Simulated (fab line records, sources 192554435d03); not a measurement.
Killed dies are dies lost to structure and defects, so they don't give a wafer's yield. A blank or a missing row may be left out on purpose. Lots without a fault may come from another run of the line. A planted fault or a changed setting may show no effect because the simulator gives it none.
Which tool did it? | flow n5_finfet | 24 lots, 72 wafers sampled, at 5 steps of a route of 1938

WHAT THE GAUGES READ, wafer by wafer
N5_BEOL_M6_RS_MEAS_57: measures by four-point-probe.
lot  | measured     | on            | M6_RS (ohm/sq)
L074 | day 9 03:08  | film_metro-01 | 0.283 0.285 0.287
L076 | day 9 13:38  | film_metro-01 | 0.278 0.282 0.280
L075 | day 10 09:37 | film_metro-01 | 0.288 0.281 0.284
L078 | day 10 11:35 | film_metro-01 | 0.281 0.289 0.285
L077 | day 10 20:06 | film_metro-01 | 0.288 0.293 0.291
L083 | day 11 12:16 | film_metro-01 | 0.284 0.286 0.281
L079 | day 11 13:41 | film_metro-02 | 0.287 0.281 0.296
L081 | day 11 16:42 | film_metro-01 | 0.284 0.296 0.290
L080 | day 11 20:13 | film_metro-01 | 0.283 0.292 0.288
L082 | day 12 08:39 | film_metro-01 | 0.285 0.276 0.280
L084 | day 12 08:57 | film_metro-02 | 0.286 0.287 0.275
L087 | day 12 09:28 | film_metro-02 | 0.282 0.284 0.287
L085 | day 12 21:58 | film_metro-02 | 0.279 0.284 0.284
L086 | day 13 04:41 | film_metro-01 | 0.274 0.287 0.286
L090 | day 13 08:19 | film_metro-01 | 0.273 0.279 0.278
L088 | day 13 10:17 | film_metro-02 | 0.288 0.281 0.276
L089 | day 13 17:41 | film_metro-01 | 0.283 0.278 0.274
L091 | day 14 08:19 | film_metro-02 | 0.272 0.291 0.277
L092 | day 14 11:46 | film_metro-01 | 0.276 0.285 0.276
L093 | day 14 13:37 | film_metro-01 | 0.291 0.285 0.292
L096 | day 14 16:11 | film_metro-01 | 0.277 0.275 0.272
L094 | day 14 18:34 | film_metro-02 | 0.280 0.287 0.287
L095 | day 14 23:18 | film_metro-02 | 0.276 0.288 0.279
L097 | day 15 15:58 | film_metro-01 | 0.283 0.287 0.279

N5_BEOL_M7_RS_MEAS_57: measures by four-point-probe.
lot  | measured     | on            | M7_RS (ohm/sq)
L074 | day 9 09:28  | film_metro-01 | 0.288 0.288 0.287
L076 | day 9 23:41  | film_metro-01 | 0.288 0.283 0.287
L075 | day 10 18:25 | film_metro-01 | 0.289 0.294 0.287
L078 | day 10 19:43 | film_metro-02 | 0.289 0.296 0.305
L077 | day 11 06:08 | film_metro-01 | 0.295 0.288 0.294
L083 | day 11 18:32 | film_metro-02 | 0.291 0.300 0.277
L079 | day 11 21:31 | film_metro-01 | 0.296 0.277 0.289
L081 | day 12 04:46 | film_metro-02 | 0.278 0.300 0.290
L080 | day 12 08:32 | film_metro-01 | 0.297 0.279 0.275
L082 | day 12 18:01 | film_metro-01 | 0.288 0.291 0.280
L084 | day 12 17:44 | film_metro-02 | 0.290 0.290 0.289
L087 | day 12 18:33 | film_metro-02 | 0.290 0.283 0.286
L085 | day 13 06:45 | film_metro-01 | 0.307 0.291 0.300
L086 | day 13 12:22 | film_metro-02 | 0.280 0.290 0.290
L090 | day 13 17:25 | film_metro-01 | 0.279 0.280 0.287
L088 | day 13 18:14 | film_metro-02 | 0.299 0.290 0.283
L089 | day 14 02:38 | film_metro-01 | 0.286 0.289 0.298
L091 | day 14 16:10 | film_metro-02 | 0.301 0.299 0.298
L092 | day 14 18:41 | film_metro-01 | 0.285 0.279 0.297
L093 | day 14 23:29 | film_metro-01 | 0.273 0.294 0.275
L096 | day 15 00:29 | film_metro-02 | 0.284 0.275 0.278
L094 | day 15 01:49 | film_metro-02 | 0.278 0.290 0.296
L095 | day 15 04:48 | film_metro-02 | 0.292 0.281 0.294
L097 | day 16 01:35 | film_metro-01 | 0.283 0.279 0.301

N5_BEOL_M9_THK_MEAS_01.
lot  | measured     | on            | M9_ILD_THK (nm)
L074 | day 9 18:26  | film_metro-01 | 267 277 272
L076 | day 10 09:16 | film_metro-02 | 269 268 273
L075 | day 11 05:59 | film_metro-02 | 271 272 271
L078 | day 11 06:41 | film_metro-02 | 269 273 275
L077 | day 11 14:05 | film_metro-01 | 261 267 271
L083 | day 12 05:45 | film_metro-02 | 264 264 270
L079 | day 12 10:12 | film_metro-02 | 264 270 269
L081 | day 12 14:04 | film_metro-01 | 265 267 268
L080 | day 12 16:10 | film_metro-02 | 267 264 269
L082 | day 13 05:16 | film_metro-01 | 269 272 270
L084 | day 13 04:55 | film_metro-01 | 266 267 275
L087 | day 13 05:38 | film_metro-01 | 268 268 268
L085 | day 13 14:34 | film_metro-01 | 266 273 268
L086 | day 13 21:56 | film_metro-02 | 266 270 271
L090 | day 14 04:07 | film_metro-02 | 269 272 273
L088 | day 14 03:41 | film_metro-02 | 266 266 266
L089 | day 14 12:10 | film_metro-01 | 267 272 272
L091 | day 15 01:17 | film_metro-01 | 263 268 266
L092 | day 15 01:48 | film_metro-01 | 263 266 266
L093 | day 15 06:28 | film_metro-01 | 266 267 267
L096 | day 15 11:03 | film_metro-02 | 260 262 268
L094 | day 15 12:26 | film_metro-01 | 269 271 269
L095 | day 15 13:14 | film_metro-01 | 267 268 267
L097 | day 16 10:18 | film_metro-02 | 266 270 268

WHICH TOOL RAN EACH LOT (tool, then ch and the chambers of the sampled wafers, then the start)
lot  | N5_BEOL_M7_STRIP_19                | N5_BEOL_M7_SPUTTER_48
L074 | rie_diel-04 ch 0,1, day 9 05:19    | pvd_sputter-01, day 9 08:32
L076 | rie_diel-05 ch 1,3, day 9 17:55    | pvd_sputter-03, day 9 22:30
L075 | rie_diel-05 ch 0,2,3, day 10 12:32 | pvd_sputter-02, day 10 17:28
L078 | rie_diel-05 ch 1,2,3, day 10 15:17 | pvd_sputter-02, day 10 18:46
L077 | rie_diel-02 ch 0,1,3, day 10 22:55 | pvd_sputter-01, day 11 04:52
L083 | rie_diel-04 ch 0,2, day 11 14:43   | pvd_sputter-03, day 11 17:35
L079 | rie_diel-04 ch 0,2,3, day 11 17:33 | pvd_sputter-01, day 11 20:34
L081 | rie_diel-05 ch 0,1,2, day 11 20:30 | pvd_sputter-02, day 12 03:45
L080 | rie_diel-05 ch 0,2, day 12 01:26   | pvd_sputter-01, day 12 07:34
L082 | rie_diel-05 ch 1,2,3, day 12 11:46 | pvd_sputter-02, day 12 17:04
L084 | rie_diel-05 ch 1,2, day 12 12:40   | pvd_sputter-02, day 12 16:37
L087 | rie_diel-04 ch 0,1, day 12 13:06   | pvd_sputter-03, day 12 17:27
L085 | rie_diel-04 ch 1,2, day 13 01:32   | pvd_sputter-03, day 13 05:47
L086 | rie_diel-04 ch 1,2,3, day 13 07:39 | pvd_sputter-03, day 13 11:26
L090 | rie_diel-05 ch 1,2, day 13 11:54   | pvd_sputter-01, day 13 16:07
L088 | rie_diel-04 ch 0,2,3, day 13 12:36 | pvd_sputter-01, day 13 17:10
L089 | rie_diel-02 ch 1,2,3, day 13 20:55 | pvd_sputter-02, day 14 01:41
L091 | rie_diel-04 ch 0,1,2, day 14 11:00 | pvd_sputter-03, day 14 14:50
L092 | rie_diel-02 ch 1,2, day 14 14:21   | pvd_sputter-01, day 14 17:01
L093 | rie_diel-04 ch 0,2,3, day 14 16:34 | pvd_sputter-02, day 14 22:29
L096 | rie_diel-04 ch 1,2,3, day 14 19:54 | pvd_sputter-01, day 14 23:31
L094 | rie_diel-05 ch 1,3, day 14 20:24   | pvd_sputter-03, day 15 00:06
L095 | rie_diel-05 ch 1,2,3, day 15 00:59 | pvd_sputter-02, day 15 03:52
L097 | rie_diel-05 ch 0,2, day 15 20:03   | pvd_sputter-02, day 16 00:36
- N5_BEOL_M7_STRIP_19: strips in O2.
- N5_BEOL_M7_SPUTTER_48: material Cu, target thk 10 nm, time 1.667 s.

WHAT THE TOOLS THEMSELVES READ (means of the sampled wafers that have a number; where no wafer has one, the mark that the record gives instead)
N5_BEOL_M7_STRIP_19.
lot  | tool        | drypump_motor_current_A (A) | oes_product_au (a.u.) | rf_vpp_V (V) | showerhead_plenum_p_Torr (Torr) | throttle_valve_pct (%)
L074 | rie_diel-04 | 6.4                         | 0.75                  | 3.4          | 2.04                            | 16.84
L076 | rie_diel-05 | 6.3                         | 0.70                  | 3.4          | 2.07                            | 17.04
L075 | rie_diel-05 | 5.5                         | 0.78                  | 3.2          | 2.07                            | 16.77
L078 | rie_diel-05 | 5.9                         | 0.79                  | 3.8          | 2.06                            | 16.80
L077 | rie_diel-02 | 5.6                         | 0.78                  | 4.1          | 2.12                            | 16.75
L083 | rie_diel-04 | 5.7                         | 0.73                  | 4.2          | 2.15                            | 16.84
L079 | rie_diel-04 | 5.8                         | 0.80                  | 2.6          | 2.16                            | 16.79
L081 | rie_diel-05 | 5.9                         | 0.77                  | 3.6          | 2.06                            | 16.70
L080 | rie_diel-05 | 5.5                         | 0.84                  | 3.7          | 2.05                            | 16.45
L082 | rie_diel-05 | 5.9                         | 0.77                  | 3.4          | 2.06                            | 16.82
L084 | rie_diel-05 | 5.9                         | 0.84                  | 3.5          | 2.05                            | 16.48
L087 | rie_diel-04 | 6.4                         | 0.73                  | 3.8          | 2.03                            | 16.88
L085 | rie_diel-04 | 5.8                         | 0.73                  | 3.5          | 2.11                            | 16.84
L086 | rie_diel-04 | 5.9                         | 0.80                  | 3.5          | 2.13                            | 16.79
L090 | rie_diel-05 | 6.3                         | 0.75                  | 3.5          | 2.06                            | 16.74
L088 | rie_diel-04 | 5.8                         | 0.77                  | 3.7          | 2.16                            | 16.80
L089 | rie_diel-02 | 5.4                         | 0.77                  | 3.8          | 2.13                            | 16.62
L091 | rie_diel-04 | 6.1                         | 0.72                  | 4.2          | 2.08                            | 16.90
L092 | rie_diel-02 | 5.7                         | 0.77                  | 3.5          | 2.14                            | 16.51
L093 | rie_diel-04 | 5.7                         | 0.78                  | 3.2          | 2.16                            | 16.82
L096 | rie_diel-04 | 5.9                         | 0.79                  | 4.5          | 2.13                            | 16.81
L094 | rie_diel-05 | 6.3                         | 0.68                  | 4.3          | 2.06                            | 17.09
L095 | rie_diel-05 | 5.9                         | 0.74                  | 3.4          | 2.06                            | 16.84
L097 | rie_diel-05 | 5.4                         | 0.92                  | 3.1          | 2.05                            | 16.41

N5_BEOL_M7_SPUTTER_48.
lot  | tool           | chuck_gas_flow_sccm (sccm) | throttle_valve_pct (%)
L074 | pvd_sputter-01 | 1.25                       | 30.2
L076 | pvd_sputter-03 | 1.30                       | 29.7
L075 | pvd_sputter-02 | 1.27                       | 29.7
L078 | pvd_sputter-02 | 1.29                       | 29.5
L077 | pvd_sputter-01 | 1.29                       | 29.9
L083 | pvd_sputter-03 | 1.27                       | 29.4
L079 | pvd_sputter-01 | 1.26                       | 30.1
L081 | pvd_sputter-02 | 1.28                       | 29.2
L080 | pvd_sputter-01 | 1.20                       | 29.7
L082 | pvd_sputter-02 | 1.30                       | 29.4
L084 | pvd_sputter-02 | 1.24                       | 28.4
L087 | pvd_sputter-03 | 1.27                       | 29.0
L085 | pvd_sputter-03 | 1.25                       | 29.0
L086 | pvd_sputter-03 | 1.25                       | 29.3
L090 | pvd_sputter-01 | 1.21                       | 29.4
L088 | pvd_sputter-01 | 1.21                       | 29.7
L089 | pvd_sputter-02 | 1.27                       | 29.4
L091 | pvd_sputter-03 | 1.25                       | 29.5
L092 | pvd_sputter-01 | 1.26                       | 29.4
L093 | pvd_sputter-02 | 1.26                       | 29.8
L096 | pvd_sputter-01 | 1.26                       | 30.1
L094 | pvd_sputter-03 | 1.28                       | 29.3
L095 | pvd_sputter-02 | 1.31                       | 29.3
L097 | pvd_sputter-02 | 1.28                       | 29.7

THE ANSWER, worked out from the rows above alone
Rule: what is usual is taken from the lots themselves. Put in order of their means at a reading, lots are off if they are a third of the lots or fewer, leave a main group of 4 or more, and stand apart from it by a gap of 3 or more times the standard deviation of the main group's means; of several such gaps the widest counts. A main group whose means are all the same, to the digits that the tables above print for the reading, isn't used. A lot without any number at a reading at which 4 lots or more have one is off too. The other lots that the step has rows for count as sound. The gauges are gone through in route order, then the tools' own readings, and for those a lot's mean is taken as printed above. The first step at which some lot is off is used, and at that step the reading that is off furthest; a lot without a number counts as furthest.
No lot is off at any reading shown: from this, nothing can be told.

WHAT THE SIMULATOR HAD PUT IN
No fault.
